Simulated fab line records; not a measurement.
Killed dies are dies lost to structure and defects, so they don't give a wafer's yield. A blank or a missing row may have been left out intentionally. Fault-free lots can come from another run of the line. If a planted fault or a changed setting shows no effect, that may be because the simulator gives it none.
Matching of chambers    flow nandHarc    4 sister chambers for NHARC_A_BLC_CMP_25 on cmp-04
The step polishes, t overpolish 30 s, target thk 150 nm. 14 wafers are shown with their chamber, then 7 later ones without.

WAFERS PAIRED WITH THEIR CHAMBERS
wafer   chamber  motorCurrentA (A)  timeToEndpointS (s)  retainingRingPressureFrac
L244.1  1        13.6               31.1                 0.999
L244.3  3        14.1               29.5                 0.998
L244.6  0        12.3               25.0                 0.998
L245.2  1        13.1               28.9                 1.007
L245.3  3        13.9               28.0                 0.995
L245.5  0        13.4               25.5                 1.002
L247.3  3        14.5               27.5                 1.002
L247.4  2        13.4               27.1                 0.995
L247.6  1        13.1               28.4                 0.999
L249.2  3        14.7               26.7                 1.006
L249.3  1        13.5               31.9                 1.009
L249.4  0        12.5               28.4                 0.998
L259.1  1        13.5               25.7                 1.001
L259.3  0        12.5               22.2                 1.012

SIGNATURES (averages over the wafers above)
reading                    chamber 0  chamber 1  chamber 2  chamber 3  scatter within a chamber
motorCurrentA              12.675     13.360     13.400     14.300     0.369
timeToEndpointS            25.275     29.200     27.100     27.925     2.18
retainingRingPressureFrac  1.00250    1.00300    0.99500    1.00025    0.00536
Rule: for each reading, subtract the chamber's mean from the wafer's reading, divide by that reading's scatter and square the result; add these up over the readings and take the root, which gives the wafer's distance from the chamber. The wafer belongs to the nearest chamber; if the next one is less than 2 further off, it can't be placed. The scatter: take each reading less its chamber's mean, square it, sum over the shown wafers, divide by the number of wafers less the number of chambers, and take the root.

WAFERS WITH NO CHAMBER GIVEN
wafer   motorCurrentA (A)  timeToEndpointS (s)  retainingRingPressureFrac
L259.6  13.9               24.8                 1.004
L264.1  13.0               26.9                 1.006
L264.2  12.2               22.7                 1.005
L264.4  13.0               27.0                 1.004
L263.1  13.3               26.6                 1.004
L263.5  12.6               25.7                 1.005
L263.6  13.5               24.6                 1.002

WHICH CHAMBER EACH ONE RAN IN
wafer    from the rows above                 in truth
L259.6   can't be placed: 3 or 2 or 1 or 0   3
L264.1   can't be placed: 0 or 1 or 2        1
L264.2   0                                   0
L264.4   can't be placed: 0 or 1 or 2        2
L263.1   can't be placed: 1 or 2 or 0 or 3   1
L263.5   0                                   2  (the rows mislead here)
L263.6   can't be placed: 2 or 1 or 0 or 3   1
Correct placement for 1 of the 7. Cannot be placed on the basis of these rows: 5; the candidates contain the true chamber in 5. Wrongly placed: 1.
